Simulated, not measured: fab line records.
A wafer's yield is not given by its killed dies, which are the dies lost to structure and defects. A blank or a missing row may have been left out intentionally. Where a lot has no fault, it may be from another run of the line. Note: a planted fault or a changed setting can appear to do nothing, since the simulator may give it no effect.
Struck lot and sound lot, side by side || flow n5 finfet || 16 steps out of a route of 1938
Sound: the wafers L859.2, L859.3, L859.5. Struck: wafers L861.1, L861.2, L861.5. At the end, the cause is stated.
For every step that has rows: the tool of each side, followed by ch and its chambers, followed by its first start. Under that, the readings that differ: sound wafers || struck wafers || difference of the means || sigmas: that difference in standard deviations of wafers without a fault.
alike: words and numbers the same on both sides, and readings whose means are apart by under 2 such deviations; not compared: readings that were withheld, readings missing a value for some wafer, numbers with overlapping values and no deviation given by the record, and bounds like >300 which may hide the same value.
Wherever a step has rows on one side only, a row that says differs or no value, or a row with sigmas, the two part there. Numbers that don't overlap but have no deviation are shown without sigmas and don't part them. A reading that every wafer of one side lacks parts them only if that side has two wafers or more.

first, 1 step without rows for these wafers: N5_BEOL_M2_ANNEAL_80 (time 240 s).
N5_BEOL_M2_SPUTTER_81: material Cu, target thk 4.5 nm, time 8.29 s.
  sound on pvd sputter-01, day 10 18:47; struck on pvd sputter-01, day 11 03:03
  alike: throttle valve pct
then, 3 steps without rows for these wafers: N5_BEOL_M2_ANNEAL_82 (time 240 s); N5_BEOL_M2_SPUTTER_86 (material Cu, target thk 4.5 nm, time 8.29 s); N5_BEOL_M2_ANNEAL_87 (time 240 s).
N5_BEOL_M2_SPUTTER_88: material Cu, target thk 4.5 nm, time 8.29 s.
  sound on pvd sputter-01, day 10 19:14; struck on pvd sputter-01, day 11 03:29
  alike: throttle valve pct
N5_BEOL_M2_ANNEAL_89: time 240 s.
  sound on pvd sputter-01, day 10 19:19; struck on pvd sputter-01, day 11 03:34
  alike: heater power w, susceptor temp C
then, 1 step without rows for these wafers: N5_BEOL_M2_SPUTTER_90 (material Cu, target thk 4.5 nm, time 8.29 s).
N5_BEOL_M2_ANNEAL_91: time 240 s.
  sound on pvd sputter-01, day 10 19:32; struck on pvd sputter-01, day 11 03:47
  alike: heater power w, susceptor temp C
N5_BEOL_M2_SPUTTER_92: material Cu, target thk 4.5 nm, time 8.29 s.
  sound on pvd sputter-01, day 10 19:40; struck on pvd sputter-01, day 11 03:56
  alike: throttle valve pct
then, 2 steps without rows for these wafers: N5_BEOL_M2_ANNEAL_93 (time 240 s); N5_BEOL_M2_SPUTTER_94 (material Cu, target thk 4.5 nm, time 8.29 s).
N5_BEOL_M2_ANNEAL_95: time 240 s.
  sound on pvd sputter-01, day 10 19:58; struck on pvd sputter-01, day 11 04:14
  no value came back on the struck wafers for heater power w (W), susceptor temp C (C); on the sound wafers heater power w (W) reads 936 686 768
then, 1 step without rows for these wafers: N5_BEOL_M2_SPUTTER_96 (material Cu, target thk 4.5 nm, time 8.29 s).
N5_BEOL_M4_RC_MEAS_101:
  sound on prober-01 ch 0, day 12 03:19; struck on prober-01 ch 0, day 12 11:34
  alike: DIBL_N, DIBL_P, IOFF_N, IOFF_P, ION_N, ION_P, SS_N, SS_P, VT_N, VT_P
then, 1 step without rows for these wafers: N5_PASSIVATION_PROBE_49.

== WHERE THEY PART ==
Only at N5_BEOL_M2_ANNEAL_95, as far as this record shows. Later steps at which nothing parts them and some readings are alike: N5_BEOL_M4_RC_MEAS_101.

WHY: the cause the simulator had injected
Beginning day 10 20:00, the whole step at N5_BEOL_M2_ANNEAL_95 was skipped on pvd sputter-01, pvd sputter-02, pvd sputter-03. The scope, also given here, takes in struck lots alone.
